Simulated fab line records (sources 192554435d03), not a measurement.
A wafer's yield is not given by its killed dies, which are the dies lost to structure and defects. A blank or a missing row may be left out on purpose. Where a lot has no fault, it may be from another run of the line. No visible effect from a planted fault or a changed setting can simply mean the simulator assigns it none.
Which of the tools did it? | flow n5-finfet | Sampling: 9 lots, 26 wafers, 5 of 1938 route steps

WHAT THE GAUGES SHOWED, per wafer
N5_BEOL_M4_RC_MEAS_101.
lot  | measured     | on        | DIBL_N (mV/V)
L650 | day 7 22:00  | prober-02 | 33.5 36.9 35.6
L651 | day 8 09:48  | prober-02 | 35.8 37.0 36.4
L653 | day 8 11:29  | prober-01 | 38.7 37.9 39.3
L654 | day 9 05:04  | prober-02 | 36.1 37.4
L655 | day 8 18:54  | prober-02 | 30.5 38.6 37.9
L656 | day 9 15:49  | prober-02 | 39.7 41.1 41.0
L661 | day 10 19:25 | prober-02 | 36.0 38.7 38.1
L671 | day 13 15:09 | prober-02 | 34.2 34.4 36.8
L672 | day 13 16:32 | prober-01 | 37.5 37.0 37.4

WHICH TOOL RAN EACH LOT (tool, then ch and the chambers of the sampled wafers, then the start)
lot  | N5_BEOL_M0_SAQP_ETCH_107          | N5_BEOL_M0_SAQP_STRIP_108         | N5_BEOL_M0_SAQP_SPACER2_ETCHBACK_27 | N5_BEOL_M0_SAQP_ALD_48
L650 | rie-diel-02 ch 0,1, day 5 21:48   | rie-diel-02 ch 0,1, day 5 21:50   | rie-diel-02 ch 1,3, day 5 22:49     | ald-sin-01 ch 1,2, day 6 00:05
L651 | rie-diel-06 ch 1,2, day 6 02:58   | rie-diel-06 ch 1,2, day 6 03:01   | rie-diel-02 ch 1,2, day 6 03:46     | ald-sin-01 ch 0,1,3, day 6 04:56
L653 | rie-diel-03 ch 0,1,2, day 6 13:37 | rie-diel-03 ch 0,1,2, day 6 13:40 | rie-diel-03 ch 1,2,3, day 6 14:25   | ald-sin-02 ch 1,2,3, day 6 15:27
L654 | rie-diel-06 ch 0,2, day 6 22:09   | rie-diel-06 ch 0,2, day 6 22:11   | rie-diel-02 ch 1,2, day 6 22:59     | ald-sin-03 ch 1, day 7 00:08
L655 | rie-diel-02 ch 0,2, day 6 22:46   | rie-diel-02 ch 0,2, day 6 22:49   | rie-diel-03 ch 1,2, day 6 23:36     | ald-sin-03 ch 2,3, day 7 00:38
L656 | rie-diel-06 ch 0,1,3, day 7 10:36 | rie-diel-06 ch 0,1,3, day 7 10:38 | rie-diel-06 ch 0,1,3, day 7 11:28   | ald-sin-01 ch 0,2, day 7 12:30
L661 | rie-diel-06 ch 0,1, day 8 16:32   | rie-diel-06 ch 0,1, day 8 16:35   | rie-diel-02 ch 1,3, day 8 18:22     | ald-sin-03 ch 0,2, day 8 19:17
L671 | rie-diel-02 ch 0,1, day 11 03:05  | rie-diel-02 ch 0,1, day 11 03:07  | rie-diel-06 ch 0,2,3, day 11 03:52  | ald-sin-02 ch 0,1,2, day 11 04:55
L672 | rie-diel-03 ch 1,3, day 11 08:11  | rie-diel-03 ch 1,3, day 11 08:13  | rie-diel-06 ch 0,1,2, day 11 09:02  | ald-sin-01 ch 2,3, day 11 10:59
- N5_BEOL_M0_SAQP_ETCH_107: etches SiNx in CH3F/O2, target depth 30 nm.
- N5_BEOL_M0_SAQP_STRIP_108: strips in N2/H2.
- N5_BEOL_M0_SAQP_SPACER2_ETCHBACK_27: etches SiO2 in CHF3/O2, target depth 22.5 nm, time 11.25 s.
- N5_BEOL_M0_SAQP_ALD_48: deposits SiO2, target thk 20 nm, pulse time 1 s, co reactant pulse time 1 s.

THE ANSWER, worked out from the rows above alone
Rule: the usual values come from the lots themselves. The widest of any qualifying gaps counts: lots, ordered by their means at a reading, are off when they make up no more than a third of the lots, leave a main group of 4 or more, and stand apart from it by 3 or more times the standard deviation of that group's means. A main group is skipped when, at the precision printed for the reading in the tables above, its means are all equal. A lot without any number at a reading at which 4 lots or more have one is off too. Any other lot the step has rows for is counted as sound.
Nothing can be told from this: no lot is off at any reading shown.

WHAT THE SIMULATOR HAD INSERTED
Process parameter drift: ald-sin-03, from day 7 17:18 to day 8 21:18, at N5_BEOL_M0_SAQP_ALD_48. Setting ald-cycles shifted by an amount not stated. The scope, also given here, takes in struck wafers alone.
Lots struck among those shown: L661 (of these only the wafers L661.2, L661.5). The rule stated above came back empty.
